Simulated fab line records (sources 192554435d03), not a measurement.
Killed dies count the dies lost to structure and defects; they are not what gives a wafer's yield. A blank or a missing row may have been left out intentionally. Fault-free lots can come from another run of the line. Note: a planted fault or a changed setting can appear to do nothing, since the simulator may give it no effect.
Matching of chambers ; flow n5Finfet ; N5_HKMG_FIN_PWFM_ALD_03 on aldMetal-04 has 4 sister chambers
The step deposits TiN, target thk 2 nm, pulse time 1 s, purge time 3 s. 14 wafers are shown with their chamber, then 7 later ones without.

WAFERS WITH THEIR CHAMBER
wafer;chamber;heaterPowerW (W);precursorPulseHeightRel
L080.1;1;776;0.990
L080.3;3;726;1.022
L080.5;0;805;1.045
L083.3;1;776;1.004
L083.4;2;763;1.015
L083.5;1;771;1.036
L085.2;1;773;0.986
L085.3;2;776;0.998
L085.5;0;789;1.006
L087.1;2;759;0.998
L087.4;1;786;0.991
L087.5;3;722;0.994
L088.2;2;768;0.997
L088.5;1;758;1.009

SIGNATURES (averages over the wafers above)
reading;chamber 0;chamber 1;chamber 2;chamber 3;scatter within a chamber
heaterPowerW;797.00;773.33;766.50;724.00;8.44
precursorPulseHeightRel;1.02550;1.00267;1.00200;1.00800;0.0176
Rule: for each reading, subtract the chamber's mean from the wafer's reading, divide by that reading's scatter and square the result; add these up over the readings and take the root, which gives the wafer's distance from the chamber. If the next closest chamber is less than 2 further off than the closest, the wafer can't be placed; otherwise it belongs to the closest. The scatter: take each reading less its chamber's mean, square it, sum over the shown wafers, divide by the number of wafers less the number of chambers, and take the root.

WAFERS MISSING THEIR CHAMBER
wafer;heaterPowerW (W);precursorPulseHeightRel
L088.6;782;1.018
L089.4;741;0.944
L089.5;719;1.010
L089.6;801;1.013
L091.1;771;0.998
L091.3;817;1.035
L091.5;712;0.992

EACH ONE'S CHAMBER
wafer;from the rows above;in truth
L088.6;can't be placed: 1 or 0 or 2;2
L089.4;can't be placed: 3 or 2 or 1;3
L089.5;3;3
L089.6;0;0
L091.1;can't be placed: 1 or 2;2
L091.3;0;0
L091.5;3;3
Correctly placed: 4 of 7. These rows do not allow placing 3 (true chamber among the candidates in 3). Number placed wrongly: 0.
